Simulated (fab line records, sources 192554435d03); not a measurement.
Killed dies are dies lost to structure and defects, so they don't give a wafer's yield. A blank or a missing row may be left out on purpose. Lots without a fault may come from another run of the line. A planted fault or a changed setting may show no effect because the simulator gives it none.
fab line records | flow n5_finfet
record lots=5 wafers=15 last_day=17
route steps=1938 shown BEOL_M10@1515 PASSIVATION@1936
lots that met no fault: from a run of the same line without faults
start_h: hours from the record's first day to the start of the lot's first wafer shown | wait_h: hours since the lot's step before | " the same as in the row above | L1.1+2: a row that stands for several wafers | - no value, or no start given | * or withheld: withheld | < > ~ a bound
route shown NAME@n: a module of which the file shows steps, and the number in the route of the first | usual: mean/standard deviation of fault-free wafers | same: alike in all rows | chamber/n: place in a boat | sites: the reading at each site | _std_site: their standard deviation | _edge_site: outer sites' mean less inner sites' | radius_mm: how far each site lies from the wafer's centre | mask NAME#n: copy n | behind: the tool/chamber that last shaped the wafer | hold: why the lot was held/for how many hours/how that ended | device: the transistor (n, p or np) that didn't switch | end of line: the same wafers' tests at the end of the route | a step without rows: its recipe alone | killed: dies lost to structure and defects at the first sort, not the wafer's yield | map: a wafer's dies, x killed, . not, _ none there
set.NAME: the setting as run; set.NAME@STEP: as run at that earlier step | model.NAME: the simulator's own value behind a step, which no gauge read
lots at some steps of the route; a table a step, a row a wafer
services: from which hour (start_h, from the record's first day; less than 0 if before it) a tool's chamber was out of use, for how many hours, and why
## steps
# step N5_BEOL_M10_OCD_MEAS_38
# usual trench_depth_nm=148.8/2.2
# columns lot.wafer tool chamber start_h wait_h trench_depth_nm
L845.1 ocd-02 - 241.99 - 147.4
L845.2 " - " " 147.3
L845.5 " - " " 150.0
L850.1 ocd-02 - 260.67 - 147.9
L850.5 " - " " 151.4
L850.6 " - " " 151.9
L860.2 ocd-01 - 332.14 - 148.7
L860.3 " - " " 149.9
L860.6 " - " " 150.1
L862.1 ocd-01 - 338.54 - 151.3
L862.3 " - " " 146.5
L862.4 " - " " 147.8
L863.1 ocd-02 - 353.94 - 149.3
L863.5 " - " " 149.0
L863.6 " - " " 152.0
# step N5_BEOL_M10_HM_STRIP_39
# recipe chemistry=peroxide_tin_strip material=TiN target_depth_a=250 temp_c=50 time_s=158
# step N5_BEOL_M10_SRD_40
# recipe time_s=30 temp_c=23 rinse_liquid=diw dry=ipa_marangoni
# step N5_BEOL_M10_PRECLEAN_42
# recipe chemistry=residue_remover time_s=60 temp_c=40
# step N5_BEOL_M10_SRD_43
# recipe time_s=30 temp_c=23 rinse_liquid=diw dry=ipa_marangoni
# step N5_BEOL_M10_CD_MEAS_35
# recipe target_cd_nm=70 polarity=opening
# usual cd_nm=69.8/0.66
# columns lot.wafer tool chamber start_h wait_h cd_nm
L845.1 cd_sem-03 - 242.14 0.0 70.1
L845.2 " - " " 68.8
L845.5 " - " " 69.5
L850.1 cd_sem-03 - 260.82 0.0 69.1
L850.5 " - " " 69.3
L850.6 " - " " 68.7
L860.2 cd_sem-01 - 332.29 0.0 70.6
L860.3 " - " " 69.8
L860.6 " - " " 70.5
L862.1 cd_sem-02 - 338.69 0.0 70.1
L862.3 " - " " 70.6
L862.4 " - " " 69.2
L863.1 cd_sem-02 - 354.10 0.0 70.5
L863.5 " - " " 70.8
L863.6 " - " " 69.9
# step N5_BEOL_M10_CURE_72
# recipe temp_c=370 time_s=120 ambient=DMADMS/He material=SiCOH_lowk
# usual lamp_power_pct=52.31/0.062 wafer_temp_C_max=371.7/0.42
# columns lot.wafer tool chamber start_h wait_h lamp_power_pct wafer_temp_C_max
L845.1 uv_cure-03 0 242.32 0.2 52.35 371.8
L845.2 " 0 " " 52.27 372.1
L845.5 " 0 " " 52.40 371.8
L850.1 uv_cure-03 0 260.86 0.0 52.30 371.8
L850.5 " 0 " " 52.37 371.9
L850.6 " 0 " " 52.31 372.3
L860.2 uv_cure-02 0 332.38 0.1 52.40 372.4
L860.3 " 0 " " 52.33 371.8
L860.6 " 0 " " 52.23 371.8
L862.1 uv_cure-03 0 338.74 0.0 52.24 372.0
L862.3 " 0 " " 52.23 371.4
L862.4 " 0 " " 52.26 371.7
L863.1 uv_cure-01 0 354.21 0.1 52.28 371.9
L863.5 " 0 " " 52.34 371.6
L863.6 " 0 " " 52.33 371.2
# step N5_BEOL_M10_DEGAS_44
# recipe ambient=vacuum temp_c=250 time_s=60
# usual heater_power_w=325/28
# columns lot.wafer tool chamber start_h wait_h heater_power_w
L845.1 pvd_sputter-03 - 243.12 0.7 279
L845.2 " - " " 304
L845.5 " - " " 303
L850.1 pvd_sputter-01 - 261.35 0.4 350
L850.5 " - " " 350
L850.6 " - " " 363
L860.2 pvd_sputter-01 - 332.85 0.4 349
L860.3 " - " " 336
L860.6 " - " " 368
L862.1 pvd_sputter-03 - 339.15 0.4 275
L862.3 " - " " 305
L862.4 " - " " 272
L863.1 pvd_sputter-01 - 354.68 0.4 345
L863.5 " - " " 352
L863.6 " - " " 360
# step N5_BEOL_M10_PRE_CLEAN_45
# recipe gas=H2/He time_s=30 temp_c=250
# usual heater_power_w=325/29
# columns lot.wafer tool chamber start_h wait_h heater_power_w
L845.1 pvd_sputter-03 - 243.16 0.0 273
L845.2 " - " " 305
L845.5 " - " " 308
L850.1 pvd_sputter-01 - 261.39 0.0 341
L850.5 " - " " 348
L850.6 " - " " 354
L860.2 pvd_sputter-01 - 332.89 0.0 349
L860.3 " - " " 348
L860.6 " - " " 359
L862.1 pvd_sputter-03 - 339.19 0.0 274
L862.3 " - " " 310
L862.4 " - " " 274
L863.1 pvd_sputter-01 - 354.72 0.0 352
L863.5 " - " " 349
L863.6 " - " " 362
# step N5_BEOL_M10_ALD_74
# recipe material=TaN target_thk_a=20 temp_c=275 ald_precursor_family=PDMAT ald_co_reactant=NH3 pressure_torr=3 carrier_flow_sccm=1500 pulse_time_s=2 purge_time_s=3 co_reactant_purge_time_s=2 co_reactant_pulse_time_s=3 ald_cycles=40 precursor_vessel_temp_c=75 precursor_vessel_pressure_torr=26.25 precursor_vessel_carrier_sccm=1000
# usual heater_power_w=415/47
# same ald_cycles=40 purge_time_s=3
# columns lot.wafer tool chamber start_h wait_h heater_power_w
L845.1 ald_metal-03 1 243.22 0.0 388
L845.2 " 0 " " 453
L845.5 " 3 " " 368
L850.1 ald_metal-02 1 261.46 0.0 446
L850.5 " 0 " " 456
L850.6 " 3 " " 329
L860.2 ald_metal-02 1 332.95 0.0 440
L860.3 " 3 " " 338
L860.6 " 0 " " 467
L862.1 ald_metal-02 2 339.31 0.1 416
L862.3 " 1 " " 451
L862.4 " 0 " " 456
L863.1 ald_metal-03 0 354.86 0.1 454
L863.5 " 2 " " 432
L863.6 " 3 " " 376
# step N5_BEOL_M10_SURFACE_TREAT_76
# recipe gas=Ar time_s=* ion_energy_ev=* ion_current_ma_cm2=0.5 pressure_mtorr=* ar_flow_sccm=30
# usual pressure_mtorr=* throttle_valve_pct=*
# columns lot.wafer tool chamber start_h wait_h pressure_mtorr throttle_valve_pct
L845.1 pvd_sputter-01 - 243.55 0.2 * *
L845.2 " - " " * *
L845.5 " - " " * *
L850.1 pvd_sputter-01 - 261.75 0.2 * *
L850.5 " - " " * *
L850.6 " - " " * *
L860.2 pvd_sputter-03 - 333.38 0.3 * *
L860.3 " - " " * *
L860.6 " - " " * *
L862.1 pvd_sputter-03 - 339.86 0.4 * *
L862.3 " - " " * *
L862.4 " - " " * *
L863.1 pvd_sputter-02 - 355.97 1.0 * *
L863.5 " - " " * *
L863.6 " - " " * *
# step N5_BEOL_M10_CVD_75
# recipe material=Co target_thk_a=20 temp_c=withheld precursor=CCTBA/H2 pressure_torr=30 time_s=138.9
# step N5_BEOL_M10_SPUTTER_48
# recipe material=Cu target_thk_a=120 temp_c=-20 bias_v=60 power_w=26000 chamber_pressure_pa=0.13 time_s=2
# usual cathode_dc_power_W=26000/4.8 chamber_pressure_pa=0.13001/0.00028 substrate_temp_c=-20.02/0.12 throttle_valve_pct=29.7/0.97
# columns lot.wafer tool chamber start_h wait_h cathode_dc_power_W chamber_pressure_pa substrate_temp_c throttle_valve_pct
L845.1 pvd_sputter-03 - 243.78 0.1 25999 0.13004 -19.92 30.4
L845.2 " - " " 26005 0.13013 -20.02 30.4
L845.5 " - " " 25999 0.13024 -19.96 30.6
L850.1 pvd_sputter-02 - 262.25 0.3 26002 0.13016 -20.05 29.4
L850.5 " - " " 25995 0.13015 -20.18 29.0
L850.6 " - " " 26003 0.13036 -19.93 29.5
L860.2 pvd_sputter-02 - 333.73 0.1 34756 0.13053 -19.93 29.1
L860.3 " - " " 25996 0.12995 -19.99 28.1
L860.6 " - " " 26001 0.12993 -19.86 29.5
L862.1 pvd_sputter-01 - 340.55 0.4 26005 0.13005 -20.00 29.1
L862.3 " - " " 25997 0.13 -20.06 30.1
L862.4 " - " " 25995 0.1302 -19.87 32.4
L863.1 pvd_sputter-03 - 356.57 0.2 26000 0.13031 -20.07 29.2
L863.5 " - " " 26004 0.13009 -20.10 30.3
L863.6 " - " " 26001 0.12967 -20.16 30.4
# step N5_BEOL_M10_ECD_50
# recipe material=Cu target_thk_a=3180
# step N5_PASSIVATION_PROBE_49
# usual defect_limited_yield=91.2/1.3 killed_at_M0_to_M3=34/10 killed_at_M4_up=13/4.6 killed_at_contacts=13/5.5 killed_at_front_end=41/12 killed_at_other=2.8/2.4 killed_dies=104/16 killed_open=67/12 killed_short=33/7.2 sort_bin_5_function=5.1/0.86 sort_bin_6_memory=3.3/0.62 sort_n_pass=1076/16 sort_yield_pct=91.2/1.3
# same gross_dies=1180 killed_at_back_side=0 sort_bin_4_leakage[%]=0 sort_bin_8_speed[%]=0
# columns lot.wafer tool chamber start_h wait_h defect_limited_yield[%] killed_at_M0_to_M3 killed_at_M4_up killed_at_contacts killed_at_front_end killed_at_other killed_dies killed_open killed_short sort_bin_5_function[%] sort_bin_6_memory[%] sort_n_pass sort_yield_pct[%]
L862.3 prober-01 - 390.53 0.1 91.7 18 9 23 48 0 98 66 29 4.7 3.3 1082 91.7
# killed by level:class
L862.3 MOL_CONTACT_COAG:geometric_particle:open=18 DUMMY_GATE:geometric_particle:open=9 FIN_SAQP:geometric_particle:open=7 STI_FIN_REVEAL:geometric_particle:open=7 DUMMY_GATE:geometric_particle:short=7 FIN_SAQP:geometric_particle:short=6 BEOL_M0_SAQP:geometric_particle:open=5 BEOL_M0_SAQP:geometric_particle:short=5
## services
# columns tool chamber start_h hours kind
uv_cure-02 - 240.45 0.3 repair
ald_metal-02 0 242.32 4.1 repair
uv_cure-02 - 262.56 5.0 pm
uv_cure-03 - 289.73 2.1 pm
uv_cure-01 - 304.10 7.5 pm
uv_cure-02 - 322.80 7.5 pm
uv_cure-02 - 333.77 3.1 repair
ald_metal-03 0 338.87 1.8 repair
uv_cure-03 - 349.66 7.5 pm
## key
first_sign step=N5_BEOL_M10_SPUTTER_48 reading=cathode_dc_power_W direction=up sigmas=99+ usual=* struck=*
effect none on later readings
met_at N5_BEOL_M10_SPUTTER_48
struck_wafers L860.2
onset_between 262.25 333.73
fault kind=process_parameter_drift tool=pvd_sputter-02 chamber=- onset_h=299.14 steps=N5_BEOL_M10_SPUTTER_48 channel=power_w offset=* shape=step end_h=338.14 acts_in=* stated=* scope=struck_wafers_only
